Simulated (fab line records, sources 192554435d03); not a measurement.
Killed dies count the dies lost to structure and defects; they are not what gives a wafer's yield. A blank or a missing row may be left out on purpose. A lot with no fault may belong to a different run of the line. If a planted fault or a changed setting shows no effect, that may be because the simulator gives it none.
Which tool is to blame?    flow n5_finfet    24 lots with 72 wafers sampled at 5 steps, on a route of 1938 steps

== WHAT EACH GAUGE READ, for each wafer ==
N5_BEOL_M5_INSPECT_58: inspects for defects (darkfield). Usual: raw_defect_count 78, standard deviation 25.
lot   measured      on                 raw_defect_count  flag
L074  day 8 06:57   defect_inspect-02  63 80 60          
L076  day 8 20:23   defect_inspect-01  94 115 97         
L077  day 9 03:56   defect_inspect-02  90 74 102         
L079  day 9 09:10   defect_inspect-01  64 74 41          
L078  day 9 10:41   defect_inspect-01  95 77 64          
L075  day 9 13:46   defect_inspect-02  64 75 63          
L080  day 10 05:30  defect_inspect-01  77 59 65          
L081  day 10 12:34  defect_inspect-01  98 103 163        
L082  day 11 01:50  defect_inspect-01  50 77 75          
L083  day 11 11:11  defect_inspect-02  71 56 52          
L084  day 11 14:35  defect_inspect-01  58 60 101         
L086  day 11 19:01  defect_inspect-01  84 66 110         
L085  day 11 19:25  defect_inspect-02  87 70 90          
L088  day 12 04:12  defect_inspect-01  63 83 63          
L087  day 12 04:22  defect_inspect-02  46 48 74          
L089  day 12 18:47  defect_inspect-01  43 62 61          
L091  day 12 23:23  defect_inspect-01  86 98 72          
L090  day 13 00:30  defect_inspect-01  78 68 39          
L092  day 13 07:23  defect_inspect-02  66 95 69          
L093  day 13 16:24  defect_inspect-01  97 91 63          
L094  day 13 18:14  defect_inspect-02  85 80 61          
L095  day 14 08:31  defect_inspect-01  159 100 116       
L096  day 14 10:08  defect_inspect-02  94 92 74          
L097  day 14 19:13  defect_inspect-01  58 58 52          

N5_BEOL_M6_INSPECT_13: inspects for defects (brightfield). Usual: raw_defect_count 441, standard deviation 110.
lot   measured      on                 raw_defect_count  flag
L074  day 8 09:29   defect_inspect-01  347 403 396       
L076  day 8 21:49   defect_inspect-02  571 407 745       
L077  day 9 08:40   defect_inspect-01  366 526 403       
L079  day 9 11:34   defect_inspect-01  496 444 433       
L078  day 9 12:53   defect_inspect-01  571 526 433       
L075  day 9 16:02   defect_inspect-01  302 512 383       
L080  day 10 08:20  defect_inspect-02  630 420 375       
L081  day 10 14:06  defect_inspect-02  448 539 536       
L082  day 11 05:22  defect_inspect-02  453 593 604       
L083  day 11 14:46  defect_inspect-02  387 426 317       
L084  day 11 16:23  defect_inspect-01  300 539 655       
L086  day 11 20:48  defect_inspect-01  475 534 413       
L085  day 11 21:29  defect_inspect-01  546 439 737       
L088  day 12 07:01  defect_inspect-01  386 363 469       
L087  day 12 07:10  defect_inspect-01  332 327 426       
L089  day 12 20:45  defect_inspect-01  283 447 440       
L091  day 13 01:37  defect_inspect-02  305 367 405       
L090  day 13 03:46  defect_inspect-01  385 464 329       
L092  day 13 09:57  defect_inspect-01  360 524 375       
L093  day 13 19:06  defect_inspect-01  379 514 332       
L094  day 13 20:04  defect_inspect-02  377 293 278       
L095  day 14 10:39  defect_inspect-01  595 492 657       
L096  day 14 11:24  defect_inspect-01  428 398 362       
L097  day 14 22:17  defect_inspect-01  383 402 302       

N5_BEOL_M6_OCD_MEAS_38. Usual: trench_depth_nm 94.7 nm, standard deviation 1.4.
lot   measured      on      trench_depth_nm (nm)  flag
L074  day 8 14:05   ocd-02  94.7 95.4 95.0        
L076  day 9 02:40   ocd-01  93.7 90.1 94.3        
L077  day 9 10:28   ocd-02  95.0 94.4 94.9        
L079  day 9 13:05   ocd-02  94.1 94.7 93.6        
L078  day 9 15:23   ocd-01  96.4 96.3 96.1        
L075  day 9 18:10   ocd-02  89.4 95.1 96.9        
L080  day 10 09:52  ocd-02  95.3 97.8 93.3        
L081  day 10 16:13  ocd-02  94.1 94.7 94.1        
L082  day 11 08:22  ocd-02  95.9 94.5 94.5        
L083  day 11 19:23  ocd-02  94.4 96.5 96.1        
L084  day 11 19:23  ocd-01  94.9 94.9 97.5        
L086  day 11 22:17  ocd-02  95.2 95.1 94.9        
L085  day 11 23:05  ocd-02  94.0 93.1 93.1        
L088  day 12 09:45  ocd-01  95.1 94.9 94.9        
L087  day 12 09:42  ocd-02  95.7 92.4 95.7        
L089  day 12 23:10  ocd-01  96.9 96.2 94.4        
L091  day 13 03:27  ocd-02  94.7 96.2 97.2        
L090  day 13 05:15  ocd-01  95.5 93.2 93.1        
L092  day 13 15:08  ocd-01  95.2 95.4 95.2        
L093  day 13 21:34  ocd-01  97.0 94.3 95.2        
L094  day 13 21:41  ocd-02  97.6 95.4 96.8        
L095  day 14 12:53  ocd-02  95.0 95.1 94.6        
L096  day 14 13:22  ocd-02  97.8 92.6 94.8        
L097  day 15 01:59  ocd-01  94.5 92.1 94.2        

== WHAT TOOL EACH LOT RAN ON (gives the tool, then ch and the chambers of the sampled wafers, and finally the start) ==
lot   N5_BEOL_M6_ETCH_72                  N5_BEOL_M6_ETCH_65
L074  rie_diel-02 ch 0,2, day 8 13:41     rie_diel-02 ch 0,2, day 8 13:42
L076  rie_diel-01 ch 0,1, day 9 02:16     rie_diel-01 ch 0,1, day 9 02:17
L077  rie_diel-02 ch 0,1,3, day 9 10:05   rie_diel-02 ch 0,1,3, day 9 10:05
L079  rie_diel-05 ch 1,2,3, day 9 12:42   rie_diel-05 ch 1,2,3, day 9 12:44
L078  rie_diel-05 ch 1,2, day 9 14:59     rie_diel-05 ch 1,2, day 9 15:01
L075  rie_diel-01 ch 0,1,3, day 9 17:47   rie_diel-01 ch 0,1,3, day 9 17:48
L080  rie_diel-01 ch 0,2,3, day 10 09:28  rie_diel-01 ch 0,2,3, day 10 09:29
L081  rie_diel-02 ch 0,2, day 10 15:49    rie_diel-02 ch 0,2, day 10 15:50
L082  rie_diel-02 ch 0,1, day 11 07:58    rie_diel-02 ch 0,1, day 11 07:59
L083  rie_diel-05 ch 0,2, day 11 18:59    rie_diel-05 ch 0,2, day 11 19:01
L084  rie_diel-01 ch 0,2,3, day 11 18:59  rie_diel-01 ch 0,2,3, day 11 19:01
L086  rie_diel-02 ch 2,3, day 11 21:53    rie_diel-02 ch 2,3, day 11 21:54
L085  rie_diel-05 ch 2,3, day 11 22:41    rie_diel-05 ch 2,3, day 11 22:42
L088  rie_diel-02 ch 0,2,3, day 12 09:22  rie_diel-02 ch 0,2,3, day 12 09:22
L087  rie_diel-01 ch 2,3, day 12 09:19    rie_diel-01 ch 2,3, day 12 09:19
L089  rie_diel-01 ch 0,1,3, day 12 22:47  rie_diel-01 ch 0,1,3, day 12 22:48
L091  rie_diel-01 ch 1,2,3, day 13 03:04  rie_diel-01 ch 1,2,3, day 13 03:04
L090  rie_diel-01 ch 1,2, day 13 04:52    rie_diel-01 ch 1,2, day 13 04:53
L092  rie_diel-02 ch 1,3, day 13 14:44    rie_diel-02 ch 1,3, day 13 14:45
L093  rie_diel-01 ch 1,3, day 13 21:10    rie_diel-01 ch 1,3, day 13 21:11
L094  rie_diel-05 ch 0,2, day 13 21:17    rie_diel-05 ch 0,2, day 13 21:18
L095  rie_diel-02 ch 2,3, day 14 12:30    rie_diel-02 ch 2,3, day 14 12:31
L096  rie_diel-01 ch 0,2,3, day 14 12:58  rie_diel-01 ch 0,2,3, day 14 12:59
L097  rie_diel-05 ch 2,3, day 15 01:25    rie_diel-05 ch 2,3, day 15 01:26
- N5_BEOL_M6_ETCH_72: etches underlayer in N2/H2, target depth 6.5 nm, time 5.2 s.
- N5_BEOL_M6_ETCH_65: etches SiARC in CF4, target depth 15.6 nm, time 26 s.

== WHAT THE TOOLS THEMSELVES READ (means of the sampled wafers that have a number; where no wafer has one, the mark that the record gives instead) ==
N5_BEOL_M6_ETCH_72. Usual: bias_w 150.0 W, standard deviation 0.47; drypump_motor_current_A 5.8 A, standard deviation 0.52; etch_rf_on_time_s 5.17 s, standard deviation 0.11; oes_product_au 0.69 a.u., standard deviation 0.077; rf_vpp_V 524.6 V, standard deviation 2.6; showerhead_plenum_p_Torr 2.57 Torr, standard deviation 0.088; throttle_valve_pct 17.83 %, standard deviation 0.13.
lot   tool         bias_w (W)  drypump_motor_current_A (A)  etch_rf_on_time_s (s)  oes_product_au (a.u.)  rf_vpp_V (V)  showerhead_plenum_p_Torr (Torr)  throttle_valve_pct (%)  flag
L074  rie_diel-02  150.2       6.2                          5.11                   0.72                   526.3         2.61                             17.69                   
L076  rie_diel-01  150.1       5.9                          5.29                   0.73                   527.4         2.65                             17.90                   
L077  rie_diel-02  149.8       6.0                          5.08                   0.64                   522.9         2.49                             17.81                   
L079  rie_diel-05  150.0       5.8                          5.17                   0.72                   524.0         2.56                             17.65                   
L078  rie_diel-05  149.9       6.0                          5.10                   0.69                   522.7         2.51                             17.67                   
L075  rie_diel-01  150.0       6.0                          5.27                   0.71                   523.3         2.61                             17.94                   
L080  rie_diel-01  150.1       5.4                          5.12                   0.73                   526.1         2.65                             17.90                   
L081  rie_diel-02  149.8       6.1                          5.18                   0.67                   523.0         2.52                             17.71                   
L082  rie_diel-02  149.9       5.7                          5.14                   0.62                   522.3         2.49                             17.88                   
L083  rie_diel-05  150.0       5.6                          5.15                   0.80                   523.1         2.50                             17.76                   
L084  rie_diel-01  150.1       5.4                          5.10                   0.71                   526.3         2.64                             17.92                   
L086  rie_diel-02  149.5       6.4                          5.14                   0.67                   525.5         2.63                             17.76                   
L085  rie_diel-05  150.1       5.6                          5.28                   0.73                   525.9         2.61                             17.70                   
L088  rie_diel-02  149.6       6.3                          5.13                   0.66                   523.9         2.54                             17.78                   
L087  rie_diel-01  149.8       5.5                          5.03                   0.71                   526.5         2.60                             17.98                   
L089  rie_diel-01  149.9       6.0                          5.15                   0.77                   524.7         2.59                             17.84                   
L091  rie_diel-01  150.2       5.7                          5.15                   0.72                   522.6         2.56                             17.92                   
L090  rie_diel-01  149.8       5.4                          5.22                   0.68                   525.1         2.57                             17.95                   
L092  rie_diel-02  150.0       5.8                          5.16                   0.60                   522.9         2.51                             17.96                   
L093  rie_diel-01  150.2       6.2                          5.20                   0.77                   522.4         2.52                             17.84                   
L094  rie_diel-05  149.6       5.6                          5.13                   0.77                   522.1         2.50                             17.77                   
L095  rie_diel-02  149.7       6.5                          5.17                   0.63                   525.3         2.56                             17.84                   
L096  rie_diel-01  150.1       5.4                          5.11                   0.69                   526.7         2.63                             17.96                   
L097  rie_diel-05  150.5       5.6                          5.20                   0.73                   523.6         2.54                             17.78                   

N5_BEOL_M6_ETCH_65. Usual: bias_w 36.00 W, standard deviation 0.11; drypump_motor_current_A 5.8 A, standard deviation 0.52; etch_rf_on_time_s 25.8 s, standard deviation 0.57; oes_product_au 0.69 a.u., standard deviation 0.079; rf_vpp_V 184.4 V, standard deviation 1.1; showerhead_plenum_p_Torr 2.17 Torr, standard deviation 0.067; throttle_valve_pct 15.62 %, standard deviation 0.14.
lot   tool         bias_w (W)  drypump_motor_current_A (A)  etch_rf_on_time_s (s)  oes_product_au (a.u.)  rf_vpp_V (V)  showerhead_plenum_p_Torr (Torr)  throttle_valve_pct (%)  flag
L074  rie_diel-02  36.09       6.2                          25.5                   0.72                   185.0         2.20                             15.44                   
L076  rie_diel-01  36.05       5.9                          26.4                   0.73                   185.2         2.23                             15.70                   
L077  rie_diel-02  35.98       6.0                          25.6                   0.64                   183.7         2.10                             15.64                   
L079  rie_diel-05  35.97       5.8                          25.8                   0.73                   184.3         2.17                             15.53                   
L078  rie_diel-05  36.00       6.0                          26.1                   0.68                   183.4         2.12                             15.53                   
L075  rie_diel-01  36.07       6.0                          26.2                   0.71                   184.3         2.19                             15.73                   
L080  rie_diel-01  35.92       5.4                          25.8                   0.73                   184.7         2.22                             15.61                   
L081  rie_diel-02  35.88       6.1                          25.6                   0.68                   184.2         2.12                             15.54                   
L082  rie_diel-02  36.02       5.6                          25.6                   0.62                   184.4         2.10                             15.72                   
L083  rie_diel-05  36.00       5.6                          25.7                   0.80                   183.5         2.11                             15.41                   
L084  rie_diel-01  36.01       5.4                          25.7                   0.72                   186.2         2.22                             15.63                   
L086  rie_diel-02  36.01       6.4                          25.3                   0.69                   184.8         2.21                             15.50                   
L085  rie_diel-05  35.86       5.6                          26.4                   0.73                   184.6         2.21                             15.56                   
L088  rie_diel-02  35.97       6.3                          25.6                   0.66                   183.8         2.14                             15.58                   
L087  rie_diel-01  36.01       5.5                          25.2                   0.70                   184.7         2.19                             15.67                   
L089  rie_diel-01  36.01       6.0                          25.4                   0.77                   184.3         2.19                             15.61                   
L091  rie_diel-01  36.00       5.7                          25.6                   0.72                   184.8         2.16                             15.69                   
L090  rie_diel-01  36.10       5.3                          26.2                   0.67                   183.9         2.17                             15.75                   
L092  rie_diel-02  36.00       5.8                          25.7                   0.60                   183.1         2.11                             15.75                   
L093  rie_diel-01  35.90       6.3                          26.0                   0.77                   184.3         2.13                             15.66                   
L094  rie_diel-05  36.04       5.6                          25.7                   0.77                   183.8         2.11                             15.43                   
L095  rie_diel-02  36.02       6.5                          25.8                   0.64                   184.4         2.16                             15.60                   
L096  rie_diel-01  35.96       5.4                          25.6                   0.69                   185.1         2.21                             15.70                   
L097  rie_diel-05  36.03       5.6                          26.4                   0.73                   184.4         2.15                             15.55                   

== THE ANSWER, worked out from the rows above alone ==
Rule: lot off if the mean of its wafers having a number is beyond 3 standard deviations from the usual mean. A lot without any number at a reading at which 4 lots or more have one is off too. Where the step has rows for the other lots, those lots are counted as sound. First the gauges in route order, then the tools' own readings, where a lot's mean is used as printed above. The first step at which some lot is off is used, and at that step the reading that is off furthest; a lot without a number counts as furthest.
No lot is off at any reading shown: from this, nothing can be told.

== WHAT WAS PUT IN BY THE SIMULATOR ==
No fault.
